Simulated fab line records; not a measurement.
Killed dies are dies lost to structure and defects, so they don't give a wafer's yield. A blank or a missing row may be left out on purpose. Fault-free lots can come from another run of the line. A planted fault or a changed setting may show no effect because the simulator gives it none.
Comparing a struck lot with a sound one / flow nand harc / 15 out of 1302 route steps
Sound: these wafers, L505.2, L505.5, L505.6. Struck: wafer L511.4. (L511.2 of the same lot was not struck and is left out.) The cause comes at the end.
For every step that has rows: the tool of each side, followed by ch and its chambers, followed by its first start. Under that, the readings that differ: sound wafers / struck wafers / difference of the means / sigmas: that difference in standard deviations of wafers without a fault.
alike: readings with means less than 2 such deviations apart, plus words and numbers identical on both sides. not compared: withheld readings, readings lacking a value on some wafer, bounds such as >300 that could conceal the same value, and numbers that have no deviation in the record and whose values overlap.
A row with sigmas, a row that says differs or no value, or rows on one side alone: a step with any of these is where the two part. Numbers that don't overlap but have no deviation are shown without sigmas and don't part them. A reading missing from all wafers of one side parts the sides only when that side holds two or more wafers.

first, 1 step without rows for these wafers: NHARC_A_ONON_D1_DEP_12 (target thk 1000 nm).
NHARC_A_ONON_D1_THK_MEAS_14: measures by ellipsometry.
  sound on film metro-01, day 9 08:13; struck on film metro-02, day 12 10:11
  alike: thk nm
then, 2 steps without rows for these wafers: NHARC_A_ONON_D1_ANNEAL_15 (time 3600 s); NHARC_A_ONON_D1_DEP_16 (target thk 1000 nm).
NHARC_A_ONON_D1_THK_MEAS_18: measures by ellipsometry.
  sound on film metro-01, day 9 15:59; struck on film metro-02, day 12 18:39
reading=thk nm (nm); sound=1017 1016 1017; struck=999; difference=-18; sigmas=-2
then, no rows for these wafers at 1 step: NHARC_A_ONON_D1_DEP_19 (target thk 1000 nm).
NHARC_A_ONON_D1_THK_MEAS_21: measures by ellipsometry.
  sound on film metro-02, day 9 16:33; struck on film metro-01, day 12 19:13
  alike: thk nm
then, no rows for these wafers at 1 step: NHARC_A_ONON_D1_DEP_22 (target thk 1000 nm).
NHARC_A_ONON_D1_THK_MEAS_24: measures by ellipsometry.
  sound on film metro-01, day 9 17:07; struck on film metro-02, day 12 19:47
  alike: thk nm
then, no rows for these wafers at 1 step: NHARC_A_ONON_D1_DEP_25 (target thk 1000 nm).
NHARC_A_ONON_D1_THK_MEAS_27: measures by ellipsometry.
  sound on film metro-01, day 9 17:41; struck on film metro-01, day 12 20:21
  alike: thk nm
NHARC_A_ONON_D1_DEP_28: target thk 1000 nm.
  sound on pecvd onon-02 ch 0, day 9 17:49; struck on pecvd onon-02 ch 0, day 12 20:28
reading=susceptor temp C (C); sound=399.55 400.23 399.55; struck=400.28; difference=+0.50; sigmas=+2
NHARC_A_ONON_D1_THK_MEAS_30: measures by ellipsometry.
  sound on film metro-01, day 9 18:16; struck on film metro-02, day 12 20:55
reading=thk nm (nm); sound=973 973 972; struck=1506; difference=+533; sigmas=+54
NHARC_A_ONON_D1_DEP_33: deposits SiO2, target thk 200 nm.
  sound on pecvd-01 ch 1,2, day 9 18:25; struck on pecvd-02 ch 2, day 12 20:58
reading=rf fwd power W (W); sound=898.8 902.1 904.3; struck=895.7; difference=-6.0; sigmas=-2
reading=throttle valve pct (%); sound=16.7 16.3 17.0; struck=15.3; difference=-1.4; sigmas=-3
  alike: heater power w, susceptor temp C
-- record jumps: 16 days between struck wafers' starts before vs after; left off in module A_ONON_D1, resumes in module END, first step shown is number 1302 of the route --
NHARC_END_SORT_01:
  only the struck wafers appear in the record here, on prober-02 ch 0 at day 29 05:03; the sound ones have no rows

## WHERE THEY PART
At NHARC_A_ONON_D1_THK_MEAS_18 first; at NHARC_END_SORT_01 last (within this record only).

WHY: what the simulator had put in
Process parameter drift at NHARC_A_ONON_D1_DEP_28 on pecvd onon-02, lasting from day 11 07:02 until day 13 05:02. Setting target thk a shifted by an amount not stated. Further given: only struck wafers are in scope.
